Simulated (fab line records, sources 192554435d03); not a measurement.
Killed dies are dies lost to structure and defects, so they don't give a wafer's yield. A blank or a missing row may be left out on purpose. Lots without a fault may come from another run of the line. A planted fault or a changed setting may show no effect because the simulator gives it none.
A struck lot beside a sound one | flow n5_finfet | 37 steps out of a route of 1938
Sound: wafers L614.2, L614.3, L614.5. Struck: wafers L623.5, L623.6. The cause comes at the end.
At each step with rows: each side's tool, then ch and its chambers, then its first start. Under that, the readings that differ: sound wafers | struck wafers | difference of the means | sigmas: that difference in standard deviations of wafers without a fault.
alike: readings whose means differ by less than 2 such deviations, and words and numbers that are the same on both sides. not compared: withheld readings, readings that some wafer has no value for, bounds like >300 that may hide the same value, and numbers for which the record gives no deviation and whose values overlap.
The two part at a step that has a row with sigmas, a row that says differs or no value, or rows on one side only. Numbers that don't overlap but have no deviation are shown without sigmas and don't part them. A reading that every wafer of one side lacks parts them only if that side has two wafers or more.

first, 9 steps without rows for these wafers: N5_BEOL_M10_PEB_26 (peb time 60 s); N5_BEOL_M10_DEVELOP_27 (develop time 30 s); N5_BEOL_M10_DESCUM_33 (chemistry O2, time 7.9 s); N5_BEOL_M10_ETCH_65 (etches SiARC in CF4, target depth 39 nm, time 65 s); N5_BEOL_M10_ETCH_66 (etches SOC in N2/H2, target depth 120 nm, overetch 24 nm, time 180 s); N5_BEOL_M10_STRIP_69 (strips in N2/H2); N5_BEOL_M10_VIA_ETCH_34 (etches SiCOH lowk in C4F6/O2, target depth 184.5 nm, time 69.2 s); N5_BEOL_M10_STRIP_73 (strips in C4F6/O2); N5_BEOL_M10_STRIP_36 (strips in N2/H2).
N5_BEOL_M10_TRENCH_ETCH_37: etches SiCOH lowk in C4F6/O2, target depth 148.83 nm, time 48 s.
  sound on rie_diel-05 ch 0,3, day 11 01:08; struck on rie_diel-05 ch 2,3, day 13 06:35
  reading                                     | sound           | struck    | difference | sigmas
  run_length_s (s)                            | 71.3 70.9 71.1  | 65.1 65.9 | -5.6       | -17
  model.etch.depth_nm (nm)                    | 149 149.7 148.3 | 130.9 133 | -17.1      |
  model.BEOL_M10.feature_depth_nm (nm)        | 149 149.8 148.4 | 130.8 133 | -17.2      |
  model.TiN_of_BEOL_M10_HM_DEP_02.thk_nm (nm) | 15.4 15.8 15.8  | 16.6 16.8 | +1.0       |
  alike: O2_flow_sccm, drypump_motor_current_A, oes_product_au, rf_vpp_V, showerhead_plenum_p_Torr, throttle_valve_pct
  not compared: rf_hours_counter_h
then, 2 steps without rows for these wafers: N5_BEOL_M10_ETCH_41 (etches SiCN in CH3F/O2, target depth 42.6 nm, time 86 s); N5_BEOL_M10_STRIP_77 (strips in N2/H2, time 10 s).
N5_BEOL_M10_OCD_MEAS_38:
  sound on ocd-01, day 11 01:19; struck on ocd-02, day 13 06:45
  reading              | sound             | struck      | difference | sigmas
  trench_depth_nm (nm) | 148.4 149.7 148.4 | 130.8 132.9 | -17.0      | -8
then, 13 steps without rows for these wafers: N5_BEOL_M10_HM_STRIP_39 (strips TiN in peroxide tin strip, target depth 25 nm, time 158 s); N5_BEOL_M10_SRD_40 (time 30 s); N5_BEOL_M10_PRECLEAN_42 (cleans in residue remover, time 60 s); N5_BEOL_M10_SRD_43 (time 30 s); N5_BEOL_M10_CURE_72 (cures SiCOH lowk, time 120 s); N5_BEOL_M10_DEGAS_44 (time 60 s); N5_BEOL_M10_PRE_CLEAN_45 (time 30 s); N5_BEOL_M10_ALD_74 (deposits TaN, target thk 2 nm, pulse time 2 s, purge time 3 s); N5_BEOL_M10_SURFACE_TREAT_76; N5_BEOL_M10_CVD_75 (deposits Co from CCTBA/H2, target thk 2 nm, time 138.9 s); N5_BEOL_M10_SPUTTER_48 (material Cu, target thk 12 nm, time 2 s); N5_BEOL_M10_ECD_50 (material Cu, target thk 318 nm); N5_BEOL_M10_ANNEAL_51 (time 90 s).
N5_BEOL_M10_CMP_52: polishes, stops on SiCOH lowk, t overpolish 7 s, target thk 140 nm.
  sound on cmp-01 ch 1,2, day 11 03:05; struck on cmp-02 ch 0,3, day 13 08:50
  reading                                 | sound           | struck      | difference | sigmas
  model.Cu_of_BEOL_M10_ECD_50.thk_nm (nm) | 139.2 140.4 138 | 124.2 126.2 | -14.0      |
  alike: barrier_field_endpoint_s, clearing_platen_rpm, motor_current_A, overpolish_run_s, time_to_endpoint_s
N5_BEOL_M10_THK_MEAS_53: measures by xrf.
  sound on film_metro-01, day 11 03:20; struck on film_metro-01, day 13 08:59
  reading      | sound             | struck      | difference | sigmas
  M10_THK (nm) | 138.8 140.1 137.8 | 122.7 124.7 | -15.2      | -6
then, 2 steps without rows for these wafers: N5_BEOL_M10_PRE_CLEAN_55 (time 15 s); N5_BEOL_M10_DEP_56 (deposits SiCN from 3MS/NH3, target thk 15 nm, time 26.5 s).
N5_BEOL_M10_RS_MEAS_57: measures by four-point-probe.
  sound on film_metro-02, day 11 03:28; struck on film_metro-02, day 13 09:07
  reading         | sound                | struck        | difference | sigmas
  M10_RS (ohm/sq) | 0.1520 0.1505 0.1535 | 0.1721 0.1692 | +0.0186    | +7
then, 5 steps without rows for these wafers: N5_BEOL_M11_ILD_DEP_00 (deposits SiCOH lowk from DEMS/porogen, target thk 308.51 nm, time 58 s); N5_BEOL_M11_CURE_71 (cures SiCOH lowk, time 240 s); N5_BEOL_M11_PECVD_70 (deposits SiO2 from TEOS/O2, target thk 20 nm, time 22.7 s); N5_BEOL_M11_HM_DEP_02 (deposits TiN, target thk 20 nm); N5_BEOL_M11_COAT_59 (time 60 s, resist thk 100 nm).
N5_BEOL_M15_RC_MEAS_101:
  sound on prober-01 ch 0, day 12 13:02; struck on prober-02 ch 0, day 14 19:23
  reading                    | sound                 | struck          | difference | sigmas
  COMB_M12 (S/m)             | 6e-12 4.3e-12 4.1e-12 | 7.9e-12 9.8e-12 | +4.1e-12   | +3
  SERP_M10 (ohm/um)          | 3.04 3.05 3.07        | 3.52 3.42       | +0.42      | +6
  SERP_M10_max_site (ohm/um) | 3.07 3.15 3.12        | 3.61 3.54       | +0.46      | +6
  alike: COMB_M11, COMB_M13, COMB_M14, COMB_M15, COMB_M5, COMB_M6, COMB_M7, COMB_M8, COMB_M8_max_site, COMB_M9, SERP_M11, SERP_M12, SERP_M13, SERP_M14, SERP_M5, SERP_M6, SERP_M7, SERP_M7_max_site, SERP_M8, SERP_M9, SERP_M9_max_site

WHERE THEY PART
First at N5_BEOL_M10_TRENCH_ETCH_37; last, within this record, at N5_BEOL_M15_RC_MEAS_101.

WHY: what the simulator had put in
Process parameter drift: rie_diel-05, from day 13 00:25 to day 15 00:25, at N5_BEOL_M10_TRENCH_ETCH_37. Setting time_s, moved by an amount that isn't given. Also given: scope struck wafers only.
